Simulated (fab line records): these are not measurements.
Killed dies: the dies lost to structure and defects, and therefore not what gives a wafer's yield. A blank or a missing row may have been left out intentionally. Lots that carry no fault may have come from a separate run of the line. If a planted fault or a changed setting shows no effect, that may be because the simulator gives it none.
Struck lot and sound lot, side by side	flow nand_harc	13 steps out of a route of 1159
Sound: these wafers, L874.1, L874.2, L874.3. Struck: wafer L884.6 (left out: L884.2, L884.3 of the same lot, which were not struck); the cause appears at the end.
For every step that has rows: the tool of each side, followed by ch and its chambers, followed by its first start. Under that, the readings that differ: sound wafers	struck wafers	difference of the means	sigmas: that difference in standard deviations of wafers without a fault.
alike: same words and numbers on both sides, and readings whose means sit less than 2 such deviations apart. not compared: any withheld reading, any reading some wafer has no value for, any bound like >300 that may hide the same value, and any number with overlapping values for which the record gives no deviation.
The two part at a step that has a row with sigmas, a row that says differs or no value, or rows on one side only. Numbers that have no deviation but don't overlap get no sigmas and don't part them. A reading that every wafer of one side lacks parts them only if that side has two wafers or more.

NHARC_A_CHANNEL_FILL_D1_ALD_25: deposits SiOx, target thk 60 nm, pulse time 10 s, ald cycles 600.
  sound on ald_hk-01 ch 0,1,3, day 10 14:52; struck on ald_hk-03 ch 0, day 12 19:46
  alike: heater_power_w, precursor_pulse_height_rel
NHARC_A_CHANNEL_FILL_D1_ETCHBACK_08: etches the open film in C4F8, target depth 220 nm, time 110 s.
  sound: rie_diel-03 ch 0,2,3; struck: rie_diel-07 ch 3
  alike: oes_product_au, rf_vpp_V
  not compared: rf_hours_counter_h
NHARC_A_CHANNEL_FILL_D1_STRIP_29: strips in O2, time 20 s.
  sound: rie_diel-03 ch 1,2,3; struck: rie_diel-07 ch 1
reading	sound	struck	difference	sigmas
rf_vpp_V (V)	57.7 58.6 59.5	56.9	-1.7	-2
showerhead_plenum_p_Torr (Torr)	3.65 3.76 3.66	3.43	-0.26	-2
  alike: drypump_motor_current_A, mfc_ar_sccm, oes_product_au, throttle_valve_pct
  not compared: rf_hours_counter_h
then, 3 steps without rows for these wafers: NHARC_A_CHANNEL_FILL_D1_PRECLEAN_30 (cleans in dHF, time 30 s); NHARC_A_CHANNEL_FILL_D1_SRD_31; NHARC_A_CHANNEL_FILL_D1_CVD_09 (deposits poly-Si, target thk 150 nm, time 3000 s).
NHARC_A_CHANNEL_FILL_D1_CMP_10: polishes, target thk 150 nm.
  sound on cmp-02 ch 1,2,3, day 11 01:59; struck on cmp-04 ch 0, day 13 04:06
  alike: motor_current_A, time_to_endpoint_s
next, for these wafers, 1 step has no rows: NHARC_A_CHANNEL_FILL_D1_SRD_12.
NHARC_A_CHANNEL_FILL_D1_RTA_24: time 5 s.
  sound on rtp_anneal-01 ch 0, day 11 02:32; struck on rtp_anneal-02 ch 0, day 13 04:33
reading	sound	struck	difference	sigmas
lamp_power_pct (%)	33.0 33.0 33.0	33.9	+0.9	+2
  alike: wafer_temp_C_max
NHARC_A_CHANNEL_FILL_D1_INSPECT_13:
  sound on defect_inspect-02, day 11 02:46; struck on defect_inspect-02, day 13 04:44
  alike: raw_defect_count
NHARC_A_STAIRCASE_DEP_156: deposits SiNx, target thk 50 nm.
  sound on pecvd-04 ch 0,1,2, day 11 03:23; struck on pecvd-02 ch 2, day 13 04:49
reading	sound	struck	difference	sigmas
rf_fwd_power_W (W)	450.5 445.8 447.3	376.5	-71.4	-51
  alike: heater_power_w
then, 1 step without rows for these wafers: NHARC_A_STAIRCASE_DEHYDRATE_158 (time 120 s).
-- the record jumps here: 9 days lie between the struck wafers' starts before and after (it left off in module A_STAIRCASE and takes up again in module END, whose first step shown is number 1159 of the route) --
NHARC_END_SORT_01:
  the record has rows for the struck wafers here (prober-02 ch 0, day 22 02:03) and none for the sound ones

WHERE THEY PART
At NHARC_A_CHANNEL_FILL_D1_STRIP_29 first; at NHARC_END_SORT_01 last (within this record only).

WHY: the cause the simulator had injected
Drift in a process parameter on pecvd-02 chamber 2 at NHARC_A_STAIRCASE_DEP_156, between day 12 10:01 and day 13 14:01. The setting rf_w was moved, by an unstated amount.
